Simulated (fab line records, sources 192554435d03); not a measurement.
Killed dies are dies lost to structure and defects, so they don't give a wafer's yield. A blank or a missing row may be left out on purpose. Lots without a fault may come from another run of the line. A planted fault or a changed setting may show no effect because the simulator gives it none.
Chamber matching | flow n5_finfet | N5_GATE_CUT_CMP_02 on cmp-01: 4 sister chambers
The step polishes, stops on SiO2, t overpolish 12.7 s, target thk 0 nm. 8 wafers are shown with their chamber, then 8 later ones without.

WAFERS WITH THEIR CHAMBER
wafer  | chamber | motor_current_A (A) | overpolish_run_s (s)
L084.2 | 2       | 9.7                 | 12.700
L084.6 | 2       | 9.1                 | 12.699
L085.4 | 3       | 8.7                 | 12.705
L085.5 | 0       | 10.1                | 12.710
L088.3 | 1       | 10.2                | 12.700
L088.4 | 0       | 10.3                | 12.718
L088.5 | 3       | 9.0                 | 12.687
L090.1 | 1       | 10.2                | 12.721

WAFERS WITHOUT THEIR CHAMBER
wafer  | motor_current_A (A) | overpolish_run_s (s)
L090.4 | 8.7                 | 12.702
L090.5 | 9.5                 | 12.704
L092.2 | 8.5                 | 12.711
L092.5 | 10.2                | 12.701
L092.6 | 9.3                 | 12.705
L095.1 | 10.5                | 12.697
L095.4 | 10.3                | 12.694
L095.6 | 9.1                 | 12.724

WHICH CHAMBER EACH WENT THROUGH
wafer  | from the rows above               | in truth
L090.4 | can't be placed: 3 or 2           | 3
L090.5 | 2                                 | 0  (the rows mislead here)
L092.2 | can't be placed: 3 or 2           | 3
L092.5 | can't be placed: 1 or 0           | 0
L092.6 | can't be placed: 2 or 3           | 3
L095.1 | can't be placed: 1 or 0           | 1
L095.4 | can't be placed: 1 or 0           | 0
L095.6 | can't be placed: 2 or 3 or 0 or 1 | 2
Placed correctly: 0 of 8. Can't be placed from these rows: 7 (the true chamber is among the candidates in 7). Placed wrongly: 1.
How it was worked out, from the rows above alone: a wafer's distance from a chamber is the root of the sum, over the readings, of the square of ((its reading less the chamber's mean) divided by the reading's scatter). The wafer belongs to the nearest chamber; if the next one is less than 2 further off, it can't be placed. A chamber's mean is the mean of its shown wafers. The scatter: the root of (the sum of the squares of (reading less its chamber's mean) over the shown wafers, divided by (wafers less chambers)).
